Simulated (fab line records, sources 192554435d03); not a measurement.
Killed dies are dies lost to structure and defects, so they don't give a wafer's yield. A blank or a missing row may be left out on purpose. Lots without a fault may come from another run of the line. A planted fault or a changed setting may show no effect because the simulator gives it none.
fab line records | flow n5_finfet
record lots=24 wafers=72 last_day=17
route steps=1938 shown SD_EPI_N@278 SD_EPI_P@303 ILD0@335 SDB@357
lots that met no fault: from a run of the same line without faults
start_h: hours from the record's first day to the start of the lot's first wafer shown | wait_h: hours since the lot's step before | " the same as in the row above | L1.1+2: a row that stands for several wafers | - no value, or no start given | * or withheld: withheld | < > ~ a bound
route shown NAME@n: a module of which the file shows steps, and the number in the route of the first | usual: mean/standard deviation of fault-free wafers | same: alike in all rows | chamber/n: place in a boat | sites: the reading at each site | _std_site: their standard deviation | _edge_site: outer sites' mean less inner sites' | radius_mm: how far each site lies from the wafer's centre | mask NAME#n: copy n | behind: the tool/chamber that last shaped the wafer | hold: why the lot was held/for how many hours/how that ended | device: the transistor (n, p or np) that didn't switch | end of line: the same wafers' tests at the end of the route | a step without rows: its recipe alone | killed: dies lost to structure and defects at the first sort, not the wafer's yield | map: a wafer's dies, x killed, . not, _ none there
set.NAME: the setting as run; set.NAME@STEP: as run at that earlier step | model.NAME: the simulator's own value behind a step, which no gauge read
steps of the route over a sample of lots; a table a step, a row a wafer
services: from which hour (start_h, from the record's first day; less than 0 if before it) a tool's chamber was out of use, for how many hours, and why
## steps
# step N5_SD_EPI_N_ETCH_45
# recipe chemistry=CH3F/O2 target=SiOCN target_depth_a=60 mask_material=SOC ion_energy_ev=60 bias_w=29 pressure_mtorr=15 source_w=410 Ar_flow_sccm=150 CH3F_flow_sccm=30 O2_flow_sccm=20
# usual drypump_motor_current_A=5.9/0.4 oes_product_au=0.78/0.089 rf_vpp_V=127.6/0.89 showerhead_plenum_p_Torr=2.01/0.057 throttle_valve_pct=23.40/0.26
# columns lot.wafer tool chamber start_h wait_h drypump_motor_current_A oes_product_au rf_hours_counter_h rf_vpp_V showerhead_plenum_p_Torr throttle_valve_pct
L074.1 rie_diel-01 2 49.76 0.1 6.4 0.72 205 128.4 2.06 23.23
L074.2 " 1 " " 5.8 0.69 225 128.2 2.06 23.45
L074.3 " 0 " " 5.9 0.74 160 126.7 1.90 23.50
L075.2 rie_diel-04 2 55.38 0.1 5.4 0.70 194 129.5 2.07 23.60
L075.3 " 1 " " 6.6 0.89 25 126.3 1.95 23.19
L075.6 " 2 " " 5.4 0.70 - 128.1 2.07 23.60
L076.2 rie_diel-02 0 62.79 0.1 5.9 0.78 125 126.9 2.00 23.42
L076.5 " 0 " " 5.8 0.78 - 126.0 2.00 23.42
L076.6 " 2 " " 6.0 0.82 - 128.0 2.02 22.90
L077.1 rie_diel-04 0 69.06 0.1 5.9 0.67 242 126.7 2.04 23.08
L077.2 " 1 " " 6.6 0.88 30 127.3 1.95 23.21
L077.5 " 1 " " 6.6 0.88 - 127.0 1.95 23.19
L078.2 rie_diel-04 2 71.72 0.1 5.4 0.69 201 127.8 2.07 23.60
L078.4 " 1 " " 6.6 0.87 31 128.3 1.95 23.19
L078.6 " 0 " " 5.9 0.67 - 129.3 2.04 23.09
L079.1 rie_diel-04 1 78.97 0.1 6.6 0.87 35 126.0 1.95 23.20
L079.2 " 2 " " 5.4 0.69 204 127.3 2.07 23.62
L079.4 " 3 " " 5.2 0.73 199 126.7 1.97 23.62
L080.2 rie_diel-01 0 84.92 0.1 5.9 0.74 175 127.0 1.90 23.54
L080.3 " 2 " " 6.4 0.71 219 129.3 2.05 23.27
L080.6 " 3 " " 5.6 0.84 - 128.2 2.03 23.70
L081.1 rie_diel-01 2 91.54 0.1 6.4 0.71 221 129.0 2.05 23.27
L081.3 " 1 " " 5.8 0.69 242 127.1 2.05 23.48
L081.6 " 1 " " 5.8 0.69 - 127.7 2.05 23.46
L082.2 rie_diel-02 3 101.14 0.1 5.6 0.73 186 127.2 2.07 23.33
L082.3 " 0 " " 5.9 0.78 132 126.7 1.99 23.43
L082.6 " 2 " " 6.0 0.81 - 128.6 2.02 22.89
L083.3 rie_diel-02 3 106.24 0.1 5.6 0.73 188 128.2 2.07 23.35
L083.4 " 2 " " 6.0 0.82 71 128.0 2.02 22.90
L083.5 " 3 " " 5.6 0.73 - 127.4 2.07 23.35
L084.1 rie_diel-01 3 109.77 0.1 5.6 0.83 94 128.2 2.03 23.72
L084.2 " 0 " " 5.9 0.73 184 126.0 1.89 23.54
L084.4 " 1 " " 5.8 0.67 248 128.1 2.05 23.47
L086.2 rie_diel-01 0 121.28 0.1 5.9 0.73 187 125.6 1.89 23.56
L086.3 " 2 " " 6.5 0.69 231 127.7 2.05 23.27
L086.4 " 3 " " 5.6 0.84 - 126.3 2.02 23.73
L085.1 rie_diel-02 1 123.88 0.1 6.3 0.92 15 128.1 2.05 23.43
L085.4 " 2 " " 6.0 0.81 78 127.2 2.02 22.92
L085.5 " 0 " " 5.9 0.78 - 127.1 1.99 23.45
L087.4 rie_diel-01 0 129.59 0.1 5.9 0.72 - 127.1 1.89 23.57
L087.5 " 2 " " 6.4 0.70 - 128.2 2.05 23.28
L087.6 " 3 " " 5.6 0.82 - 128.3 2.02 23.73
L088.2 rie_diel-01 2 133.59 0.1 6.5 0.69 240 127.7 2.05 23.31
L088.4 " 0 " " 5.9 0.72 - 125.9 1.89 23.55
L088.6 " 2 " " 6.5 0.69 - 127.5 2.05 23.29
L089.2 rie_diel-01 0 138.33 0.1 6.0 0.71 199 126.9 1.89 23.58
L089.3 " 2 " " 6.5 0.70 243 129.0 2.05 23.30
L089.6 " 0 " " 5.9 0.71 - 126.3 1.89 23.57
L090.4 rie_diel-04 2 146.22 0.1 5.4 0.68 224 127.8 2.06 23.63
L090.5 " 0 " " 5.9 0.96 - 127.9 2.04 22.77
L090.6 " 3 " " 5.2 0.71 - 127.8 1.97 23.64
L091.1 rie_diel-02 2 151.98 0.1 6.0 0.80 89 127.6 2.01 22.94
L091.4 " 0 " " 5.9 0.76 152 128.7 1.99 23.47
L091.5 " 0 " " 5.9 0.76 - 125.9 1.99 23.45
L092.1 rie_diel-01 0 158.56 0.1 5.9 0.72 207 128.0 1.89 23.58
L092.2 " 1 " " 5.8 0.98 7 127.7 2.04 23.33
L092.4 " 0 " " 5.9 0.71 - 126.0 1.89 23.59
L093.1 rie_diel-04 2 164.19 0.1 5.4 0.67 230 127.6 2.06 23.64
L093.3 " 3 " " 5.2 0.71 228 126.6 1.96 23.64
L093.4 " 0 " " 5.9 0.95 14 127.8 2.04 22.79
L094.4 rie_diel-01 1 168.53 0.1 5.8 0.97 - 128.0 2.04 23.33
L094.5 " 3 " " 5.6 0.81 - 128.3 2.02 23.75
L094.6 " 0 " " 5.9 0.72 - 125.9 1.88 23.59
L095.2 rie_diel-04 0 173.65 0.1 5.9 0.94 17 126.6 2.03 22.79
L095.3 " 2 " " 5.4 0.67 233 129.5 2.06 23.63
L095.5 " 1 " " 6.6 0.83 - 127.7 1.94 23.23
L096.1 rie_diel-01 3 183.90 0.1 5.6 0.80 128 128.2 2.01 23.74
L096.2 " 2 " " 6.5 0.96 5 127.1 2.04 23.06
L096.3 " 1 " " 5.8 0.95 16 127.5 2.04 23.35
L097.3 rie_diel-04 1 188.05 0.1 6.6 0.82 65 127.3 1.94 23.24
L097.4 " 2 " " 5.4 0.67 238 127.7 2.06 23.66
L097.6 " 3 " " 5.2 0.70 - 126.9 1.96 23.67
# step N5_SD_EPI_P_CD_MEAS_09
# recipe target_cd_nm=240 landing_energy_ev=500 detector=se_inlens
# usual cd_nm=240.0/0.8
# same landing_energy_ev=500
# columns lot.wafer tool chamber start_h wait_h cd_nm
L074.1 cd_sem-03 0 53.67 - 239.6
L074.2 " 0 " " 239.5
L074.3 " 0 " " 238.8
L075.2 cd_sem-03 0 59.18 - 240.2
L075.3 " 0 " " 240.6
L075.6 " 0 " " 240.3
L076.2 cd_sem-01 0 66.70 - 239.3
L076.5 " 0 " " 240.1
L076.6 " 0 " " 239.0
L077.1 cd_sem-01 0 72.76 - 239.7
L077.2 " 0 " " 240.4
L077.5 " 0 " " 239.4
L078.2 cd_sem-02 0 75.56 - 240.6
L078.4 " 0 " " 241.2
L078.6 " 0 " " 241.0
L079.1 cd_sem-01 0 83.78 - 240.3
L079.2 " 0 " " 240.0
L079.4 " 0 " " 241.1
L080.2 cd_sem-01 0 88.78 - 240.1
L080.3 " 0 " " 240.6
L080.6 " 0 " " 240.3
L081.1 cd_sem-03 0 95.36 - 241.0
L081.3 " 0 " " 241.6
L081.6 " 0 " " 241.2
L082.2 cd_sem-03 0 105.30 - 241.6
L082.3 " 0 " " 240.5
L082.6 " 0 " " 240.7
L083.3 cd_sem-01 0 110.07 - 239.7
L083.4 " 0 " " 239.9
L083.5 " 0 " " 240.3
L084.1 cd_sem-01 0 113.60 - 240.7
L084.2 " 0 " " 240.3
L084.4 " 0 " " 240.6
L086.2 cd_sem-01 0 125.85 - 239.6
L086.3 " 0 " " 240.4
L086.4 " 0 " " 239.9
L085.1 cd_sem-01 0 128.47 - 241.2
L085.4 " 0 " " 241.1
L085.5 " 0 " " 240.5
L087.4 cd_sem-02 0 135.19 - 240.0
L087.5 " 0 " " 240.5
L087.6 " 0 " " 239.2
L088.2 cd_sem-03 0 137.44 - 239.3
L088.4 " 0 " " 239.9
L088.6 " 0 " " 239.9
L089.2 cd_sem-03 0 142.36 - 240.6
L089.3 " 0 " " 240.5
L089.6 " 0 " " 239.5
L090.4 cd_sem-01 0 150.81 - 239.0
L090.5 " 0 " " 239.2
L090.6 " 0 " " 238.9
L091.1 cd_sem-02 0 155.79 - 239.1
L091.4 " 0 " " 239.2
L091.5 " 0 " " 239.2
L092.1 cd_sem-01 0 163.13 - 239.8
L092.2 " 0 " " 240.1
L092.4 " 0 " " 240.1
L093.1 cd_sem-01 0 167.94 - 240.9
L093.3 " 0 " " 239.6
L093.4 " 0 " " 240.3
L094.4 cd_sem-03 0 172.32 - 239.6
L094.5 " 0 " " 240.5
L094.6 " 0 " " 240.4
L095.2 cd_sem-03 0 179.73 - 239.0
L095.3 " 0 " " 239.6
L095.5 " 0 " " 240.1
L096.1 cd_sem-01 0 188.29 - 239.8
L096.2 " 0 " " 239.5
L096.3 " 0 " " 239.6
L097.3 cd_sem-01 0 192.59 - 239.7
L097.4 " 0 " " 239.7
L097.6 " 0 " " 238.7
# step N5_ILD0_LINER_00
# recipe material=SiNx target_thk_a=40 temp_c=400 ald_precursor_family=SiH2I2 ald_co_reactant=N2/H2-plasma pulse_time_s=1 purge_time_s=2 co_reactant_purge_time_s=2 ald_cycles=80 pressure_torr=2
# usual heater_power_w=794/100 precursor_pulse_height_rel=1.000/0.02 susceptor_temp_C=399.96/0.24
# columns lot.wafer tool chamber start_h wait_h heater_power_w precursor_pulse_height_rel susceptor_temp_C
L074.1 ald_sin-01 1 58.26 0.0 719 0.979 399.60
L074.2 " 2 " " 990 1.013 400.17
L074.3 " 3 " " 744 1.005 399.99
L075.2 ald_sin-02 0 64.15 0.3 940 0.994 400.46
L075.3 " 3 " " 735 0.973 400.06
L075.6 " 2 " " 744 1.012 399.60
L076.2 ald_sin-02 3 71.37 0.0 737 0.984 400.20
L076.5 " 3 " " 749 1.020 400.05
L076.6 " 2 " " 748 1.017 399.66
L077.1 ald_sin-01 3 77.47 0.0 732 0.989 399.86
L077.2 " 2 " " 982 0.995 399.55
L077.5 " 1 " " 704 1.012 400.02
L078.2 ald_sin-02 3 80.17 0.0 757 1.010 400.18
L078.4 " 0 " " 937 1.000 399.77
L078.6 " 3 " " 730 1.024 399.84
L079.1 ald_sin-01 2 88.45 0.1 1002 1.001 400.23
L079.2 " 1 " " 682 1.012 400.02
L079.4 " 0 " " 700 0.963 400.37
L080.2 ald_sin-02 3 94.00 0.6 759 0.994 400.02
L080.3 " 0 " " 949 0.978 399.74
L080.6 " 0 " " 954 1.023 399.87
L081.1 ald_sin-03 0 100.05 0.1 742 0.999 399.35
L081.3 " 1 " " 860 0.991 400.05
L081.6 " 3 " " 770 1.001 399.85
L082.2 ald_sin-02 1 109.89 0.0 714 1.018 399.59
L082.3 " 3 " " 738 0.992 399.84
L082.6 " 0 " " 929 1.032 399.69
L083.3 ald_sin-01 3 114.91 0.0 705 1.011 400.38
L083.4 " 1 " " 693 0.987 399.72
L083.5 " 1 " " 712 1.009 399.75
L084.1 ald_sin-02 0 118.22 0.0 937 0.996 400.10
L084.2 " 2 " " 739 1.007 399.99
L084.4 " 1 " " 706 0.992 400.15
L086.2 ald_sin-02 0 130.46 0.0 954 0.973 400.15
L086.3 " 2 " " 745 1.001 400.19
L086.4 " 3 " " 732 1.044 399.78
L085.1 ald_sin-01 1 134.01 0.0 687 0.990 399.65
L085.4 " 3 " " 720 0.992 399.98
L085.5 " 0 " " 723 0.998 399.94
L087.4 ald_sin-01 2 141.05 0.1 983 1.050 400.02
L087.5 " 3 " " 707 0.986 400.19
L087.6 " 0 " " 705 0.988 399.87
L088.2 ald_sin-01 3 142.05 0.0 738 0.995 399.79
L088.4 " 1 " " 704 0.970 400.27
L088.6 " 1 " " 701 1.021 400.35
L089.2 ald_sin-02 2 148.95 0.0 744 0.980 400.21
L089.3 " 3 " " 723 0.985 400.24
L089.6 " 3 " " 731 1.013 400.17
L090.4 ald_sin-02 3 156.70 0.0 768 1.024 400.27
L090.5 " 1 " " 700 0.999 400.19
L090.6 " 2 " " 750 1.029 399.58
L091.1 ald_sin-03 1 161.51 0.0 877 1.015 399.84
L091.4 " 3 " " 773 1.007 399.52
L091.5 " 0 " " 731 0.990 400.09
L092.1 ald_sin-02 0 168.70 0.0 954 1.014 400.07
L092.2 " 2 " " 750 1.004 400.19
L092.4 " 1 " " 707 0.997 399.91
L093.1 ald_sin-03 3 173.38 0.0 790 1.026 399.73
L093.3 " 2 " " 828 0.998 400.27
L093.4 " 1 " " 861 0.970 399.90
L094.4 ald_sin-01 1 177.26 0.4 700 0.958 399.91
L094.5 " 3 " " 724 0.987 400.23
L094.6 " 2 " " 990 1.020 399.66
L095.2 ald_sin-03 1 186.91 0.1 861 1.015 399.82
L095.3 " 2 " " 830 1.034 399.63
L095.5 " 1 " " 863 0.986 399.69
L096.1 ald_sin-01 3 193.75 0.1 747 1.000 399.99
L096.2 " 0 " " 730 0.991 399.75
L096.3 " 2 " " 1011 0.992 399.59
L097.3 ald_sin-03 3 197.93 0.2 788 1.020 399.83
L097.4 " 1 " " 889 0.973 400.10
L097.6 " 1 " " 855 1.005 399.81
# step N5_ILD0_ALD_15
# recipe material=SiNx target_thk_a=240 temp_c=400 ald_precursor_family=SiH2I2 ald_co_reactant=N2/H2-plasma pulse_time_s=1 ald_cycles=480 purge_time_s=2 co_reactant_purge_time_s=2 pressure_torr=2
# usual heater_power_w=795/100 precursor_pulse_height_rel=0.997/0.021 susceptor_temp_C=400.04/0.23
# columns lot.wafer tool chamber start_h wait_h heater_power_w precursor_pulse_height_rel susceptor_temp_C
L074.1 ald_sin-02 0 61.98 0.6 952 1.002 399.91
L074.2 " 3 " " 729 0.993 399.89
L074.3 " 1 " " 700 0.980 399.94
L075.2 ald_sin-02 2 68.11 0.7 739 0.992 399.93
L075.3 " 3 " " 727 0.980 400.20
L075.6 " 1 69.19 1.3 698 1.010 400.01
L076.2 ald_sin-03 3 75.21 0.5 801 1.004 399.51
L076.5 " 0 76.29 1.2 752 1.009 400.02
L076.6 " 3 " " 772 1.016 399.90
L077.1 ald_sin-02 1 81.35 0.6 693 0.992 400.31
L077.2 " 0 " " 956 1.007 400.17
L077.5 " 0 82.43 1.2 927 0.987 400.28
L078.2 ald_sin-03 3 83.88 0.5 781 1.000 399.80
L078.4 " 2 " " 843 1.021 399.84
L078.6 " 3 84.97 1.1 763 1.014 399.39
L079.1 ald_sin-01 2 92.66 1.1 1013 1.022 400.58
L079.2 " 1 " " 694 0.994 400.08
L079.4 " 3 " " 740 1.008 400.00
L080.2 ald_sin-01 2 97.94 0.5 1005 0.995 400.04
L080.3 " 3 " " 727 1.018 399.91
L080.6 " 2 99.02 1.1 988 1.000 400.23
L081.1 ald_sin-03 0 103.81 0.6 743 1.000 399.80
L081.3 " 1 " " 862 0.952 400.57
L081.6 " 2 104.89 1.2 828 0.967 400.33
L082.2 ald_sin-02 3 113.79 0.6 770 1.012 400.32
L082.3 " 0 " " 955 0.998 399.80
L082.6 " 0 114.87 1.3 945 1.017 399.61
L083.3 ald_sin-02 2 118.71 0.4 733 1.000 400.13
L083.4 " 3 " " 758 0.986 400.10
L083.5 " 3 119.80 1.3 727 1.003 400.01
L084.1 ald_sin-01 0 121.92 0.6 715 0.967 399.83
L084.2 " 3 " " 737 0.991 400.03
L084.4 " 1 " " 680 1.024 400.28
L086.2 ald_sin-02 3 134.38 0.6 746 0.992 399.99
L086.3 " 0 " " 981 1.009 400.43
L086.4 " 1 " " 694 0.990 399.79
L085.1 ald_sin-03 3 137.71 0.6 752 0.991 399.91
L085.4 " 0 " " 735 1.028 399.95
L085.5 " 2 138.80 1.2 822 1.016 399.93
L088.2 ald_sin-02 1 145.75 0.5 708 0.993 399.68
L088.4 " 2 " " 746 0.991 399.67
L088.6 " 0 146.84 1.1 947 0.999 399.46
L087.4 ald_sin-03 2 145.84 1.3 811 0.921 399.72
L087.5 " 1 " " 869 1.037 399.89
L087.6 " 3 " " 769 1.029 400.09
L089.2 ald_sin-01 0 152.65 0.5 736 0.986 400.23
L089.3 " 2 " " 992 0.982 399.88
L089.6 " 0 153.74 1.1 701 1.019 400.08
L090.4 ald_sin-01 3 160.45 0.2 729 0.997 400.34
L090.5 " 2 161.54 1.2 990 1.017 400.37
L090.6 " 3 " " 721 1.004 400.56
L091.1 ald_sin-01 0 165.65 1.0 717 0.990 399.96
L091.4 " 1 " " 700 0.980 399.78
L091.5 " 3 166.73 1.7 745 0.970 399.62
L092.1 ald_sin-01 0 172.40 0.6 705 0.989 399.82
L092.2 " 1 " " 682 0.988 400.06
L092.4 " 3 " " 730 1.012 400.09
L093.1 ald_sin-01 3 177.65 1.1 743 0.979 399.83
L093.3 " 1 " " 720 1.016 400.00
L093.4 " 0 " " 704 1.001 400.32
L094.4 ald_sin-03 3 181.43 0.7 766 0.989 399.56
L094.5 " 0 182.52 1.7 759 1.037 400.18
L094.6 " 1 " " 855 0.997 400.29
L095.2 ald_sin-01 0 190.68 0.5 723 1.030 400.07
L095.3 " 3 " " 722 0.965 399.87
L095.5 " 3 191.77 1.3 736 0.981 400.03
L096.1 ald_sin-01 1 197.49 0.6 707 0.954 400.19
L096.2 " 2 " " 1009 1.026 400.11
L096.3 " 0 " " 729 0.997 399.98
L097.3 ald_sin-02 2 201.99 0.4 763 1.025 400.00
L097.4 " 0 " " 958 0.974 399.84
L097.6 " 3 203.08 1.1 731 0.990 399.72
# step N5_SDB_OVL_MEAS_12
# recipe points_per_wafer=44
# usual SDB_OVL=-0.1/0.66
# columns lot.wafer tool chamber start_h wait_h SDB_OVL[nm]
L074.1 overlay-01 0 64.89 0.0 0.0
L074.2 " 0 " " -1.0
L074.3 " 0 " " -1.1
L075.2 overlay-01 0 71.15 0.0 0.0
L075.3 " 0 " " -1.2
L075.6 " 0 " " 0.0
L076.2 overlay-01 0 78.12 0.0 -0.6
L076.5 " 0 " " 0.2
L076.6 " 0 " " 0.0
L077.1 overlay-02 0 84.35 0.0 -0.9
L077.2 " 0 " " -0.5
L077.5 " 0 " " -0.8
L078.2 overlay-02 0 86.95 0.0 0.2
L078.4 " 0 " " -1.0
L078.6 " 0 " " 0.2
L079.1 overlay-02 0 95.70 0.0 0.3
L079.2 " 0 " " 1.8
L079.4 " 0 " " -0.5
L080.2 overlay-01 0 100.98 0.0 0.9
L080.3 " 0 " " 0.7
L080.6 " 0 " " 0.8
L081.1 overlay-02 0 106.72 0.0 -1.1
L081.3 " 0 " " 0.1
L081.6 " 0 " " -0.6
L082.2 overlay-01 0 116.83 0.0 0.3
L082.3 " 0 " " -0.9
L082.6 " 0 " " 0.1
L083.3 overlay-02 0 121.76 0.0 0.7
L083.4 " 0 " " 0.8
L083.5 " 0 " " -0.3
L084.1 overlay-01 0 124.86 0.0 -0.7
L084.2 " 0 " " -0.4
L084.4 " 0 " " 0.4
L086.2 overlay-02 0 137.32 0.0 -0.8
L086.3 " 0 " " 0.1
L086.4 " 0 " " -0.6
L085.1 overlay-02 0 140.76 0.0 -0.2
L085.4 " 0 " " 0.1
L085.5 " 0 " " -0.4
L087.4 overlay-01 0 147.79 0.0 0.5
L087.5 " 0 " " 0.8
L087.6 " 0 " " 1.1
L088.2 overlay-01 0 148.66 0.0 -0.5
L088.4 " 0 " " 0.1
L088.6 " 0 " " 0.6
L089.2 overlay-02 0 155.57 0.0 0.1
L089.3 " 0 " " 0.0
L089.6 " 0 " " 0.0
L090.4 overlay-01 0 163.37 0.0 -1.7
L090.5 " 0 " " 0.2
L090.6 " 0 " " -0.5
L091.1 overlay-02 0 168.80 0.0 0.0
L091.4 " 0 " " -1.1
L091.5 " 0 " " -0.3
L092.1 overlay-02 0 175.31 0.0 0.4
L092.2 " 0 " " 0.3
L092.4 " 0 " " 0.2
L093.1 overlay-02 0 180.57 0.0 -1.0
L093.3 " 0 " " 0.1
L093.4 " 0 " " 0.3
L094.4 overlay-01 0 184.47 0.0 -1.0
L094.5 " 0 " " -0.9
L094.6 " 0 " " -0.7
L095.2 overlay-01 0 193.74 0.0 -0.7
L095.3 " 0 " " 0.4
L095.5 " 0 " " -0.6
L096.1 overlay-02 0 200.43 0.0 0.6
L096.2 " 0 " " 0.8
L096.3 " 0 " " -0.2
L097.3 overlay-02 0 204.93 0.0 0.1
L097.4 " 0 " " 0.3
L097.6 " 0 " " 0.6
# step N5_SDB_THK_MEAS_31
# recipe reads=a-Si_of_DUMMY_GATE_CVD_03
# usual SDB_THK=64.8/1.2
# columns lot.wafer tool chamber start_h wait_h SDB_THK[nm]
L074.1 film_metro-02 - 69.25 - 65.6
L074.2 " - " " 65.9
L074.3 " - " " 66.5
L075.2 film_metro-01 - 77.05 - 64.3
L075.3 " - " " 65.0
L075.6 " - " " 65.3
L076.2 film_metro-02 - 83.58 - 63.5
L076.5 " - " " 64.8
L076.6 " - " " 65.2
L077.1 film_metro-01 - 88.29 0.2 62.8
L077.2 " - " " 65.1
L077.5 " - " " 63.7
L078.2 film_metro-02 - 90.99 - 66.4
L078.4 " - " " 64.5
L078.6 " - " " 64.0
L079.1 film_metro-01 - 99.89 - 64.1
L079.2 " - " " 65.7
L079.4 " - " " 64.3
L080.2 film_metro-01 - 105.15 - 63.7
L080.3 " - " " 63.5
L080.6 " - " " 64.3
L081.1 film_metro-01 - 111.52 - 63.1
L081.3 " - " " 63.9
L081.6 " - " " 62.7
L082.2 film_metro-02 - 120.96 - 64.4
L082.3 " - " " 63.0
L082.6 " - " " 63.7
L083.3 film_metro-02 - 128.21 - 64.0
L083.4 " - " " 65.7
L083.5 " - " " 63.7
L084.1 film_metro-02 - 130.43 - 64.6
L084.2 " - " " 63.7
L084.4 " - " " 65.9
L086.2 film_metro-01 - 141.38 - 64.0
L086.3 " - " " 64.7
L086.4 " - " " 64.5
L085.1 film_metro-02 - 144.66 - 64.7
L085.4 " - " " 63.4
L085.5 " - " " 63.1
L087.4 film_metro-02 - 151.68 - 62.6
L087.5 " - " " 63.5
L087.6 " - " " 63.0
L088.2 film_metro-02 - 152.74 - 63.8
L088.4 " - " " 63.5
L088.6 " - " " 65.3
L089.2 film_metro-02 - 159.91 - 64.5
L089.3 " - " " 65.8
L089.6 " - " " 65.8
L090.4 film_metro-02 - 167.54 - 64.5
L090.5 " - " " 65.8
L090.6 " - " " 65.1
L091.1 film_metro-02 - 172.78 - 65.1
L091.4 " - " " 62.8
L091.5 " - " " 63.7
L092.1 film_metro-02 - 179.48 - 65.6
L092.2 " - " " 66.7
L092.4 " - " " 64.8
L093.1 film_metro-01 - 186.70 - 65.3
L093.3 " - " " 65.3
L093.4 " - " " 64.1
L094.4 film_metro-01 - 191.01 - 65.7
L094.5 " - " " 65.2
L094.6 " - " " 64.1
L095.2 film_metro-01 - 197.81 - 66.9
L095.3 " - " " 65.9
L095.5 " - " " 65.3
L096.1 film_metro-01 - 204.70 - 64.4
L096.2 " - " " 67.3
L096.3 " - " " 65.1
L097.3 film_metro-02 - 208.86 - 64.7
L097.4 " - " " 67.4
L097.6 " - " " 66.3
## services
# columns tool chamber start_h hours kind
rie_diel-02 2 28.82 5.0 repair
ald_sin-01 2 29.49 15.1 repair
ald_sin-03 - 37.49 6.0 pm
ald_sin-02 2 37.51 3.5 repair
ald_sin-01 0 48.15 11.9 repair
rie_diel-02 - 63.58 14.6 pm
ald_sin-02 - 70.28 0.8 pm
ald_sin-03 1 71.10 10.7 repair
rie_diel-01 - 72.88 0.5 repair
ald_sin-03 - 86.05 14.0 pm
ald_sin-03 0 86.05 14.0 vent_cycle
ald_sin-03 1 86.05 14.0 vent_cycle
ald_sin-03 2 86.05 14.0 vent_cycle
ald_sin-03 3 86.05 14.0 vent_cycle
ald_sin-02 1 93.30 6.1 repair
ald_sin-01 1 97.47 2.0 repair
ald_sin-03 0 100.05 - clean
ald_sin-03 1 100.05 - clean
ald_sin-03 2 100.05 - clean
rie_diel-04 3 133.21 1.2 repair
ald_sin-03 0 143.95 2.6 repair
ald_sin-01 - 179.83 6.1 pm
ald_sin-02 0 181.20 4.4 repair
ald_sin-02 - 193.37 2.7 repair
## key
fault none
